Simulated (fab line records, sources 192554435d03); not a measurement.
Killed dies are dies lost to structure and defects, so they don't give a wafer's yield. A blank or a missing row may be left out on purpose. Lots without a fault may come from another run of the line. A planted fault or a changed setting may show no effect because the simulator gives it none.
Split-lot experiment | flow n5_finfet | 7 lots, 13 wafers read, on a route of 1938 steps

THE SPLIT
At N5_BEOL_M5_SPUTTER_48 (material Cu, target thk 15 nm, time 27.62 s), the setting time_s was moved away from the recipe's 27.62 s on 3 of the 13 wafers read, by -13.2% to +11.9%. The other wafers ran this setting at the recipe's value.

The reading is taken at the split's own step.

THE READING
Cu_of_BEOL_M5_SPUTTER_48.thk_nm (the simulator's own value, which no gauge read), in nm, at N5_BEOL_M5_SPUTTER_48 (material Cu, target thk 15 nm, time 27.62 s). The file gives no usual value for it. The 10 wafers here that ran the recipe average 15.1 nm, standard deviation 0.13 nm.

wafer  | tool, chamber at the split | time_s as run, s | against the recipe | Cu_of_BEOL_M5_SPUTTER_48.thk_nm, nm | against lot-mates on the recipe
L075.1 | pvd_sputter-03, -          | 27.62            | recipe             | 15.2                                | -
L076.1 | pvd_sputter-01, -          | 30.9             | +11.9%             | 16.8                                | +1.8
L076.4 | pvd_sputter-01, -          | 27.62            | recipe             | 15                                  | -
L078.1 | pvd_sputter-01, -          | 23.97            | -13.2%             | 12.8                                | -2.2
L078.6 | pvd_sputter-01, -          | 23.97            | -13.2%             | 12.8                                | -2.2
L078.2 | pvd_sputter-01, -          | 27.62            | recipe             | 15                                  | -
L085.1 | pvd_sputter-02, -          | 27.62            | recipe             | 15.4                                | -
L085.5 | pvd_sputter-02, -          | 27.62            | recipe             | 15                                  | -
L089.6 | pvd_sputter-01, -          | 27.62            | recipe             | 15                                  | -
L093.4 | pvd_sputter-02, -          | 27.62            | recipe             | 15.2                                | -
L093.5 | pvd_sputter-02, -          | 27.62            | recipe             | 15.2                                | -
L093.6 | pvd_sputter-02, -          | 27.62            | recipe             | 15                                  | -
L097.6 | pvd_sputter-01, -          | 27.62            | recipe             | 15.2                                | -

THE FIT
A straight line over all 13 wafers: Cu_of_BEOL_M5_SPUTTER_48.thk_nm changes by +0.164 nm for each +1% of time_s; r = +0.99; the points scatter about the line by 0.16 nm.
The same after taking each lot's own level away (the mean of its wafers on the recipe; 13 wafers): +0.162 nm for each +1%; r = +1.00; scatter 0.11 nm.
On that fit, the largest move of time_s shifts the reading by 2.1 nm.
The lots' own levels span 15.00 to 15.20 nm, that is 1.5 times the standard deviation above.
So the lot-to-lot level changes the slope little: the two slopes agree.
Check: with one of the wafers moved furthest among these (-13.2%) left out of the fit, the line predicts -2.13 nm for it against its lot-mates. It came out at -2.2 nm against them.

OTHER SPLITS ON THESE WAFERS
These wafers also went through other splits before the reading. Each is held against what the fit with the lots' levels taken away leaves over:
other split on the same wafers | wafers away from the commonest value | r with Cu_of_BEOL_M5_SPUTTER_48.thk_nm (lot level and that fit taken away)
N5_BEOL_M5_EXPOSE_08 dose_mj   | 2                                    | +0.08

THE FILE'S OWN FIT
Cu_of_BEOL_M5_SPUTTER_48.thk_nm changes by +0.161 nm for each +1% of time_s, r = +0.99.
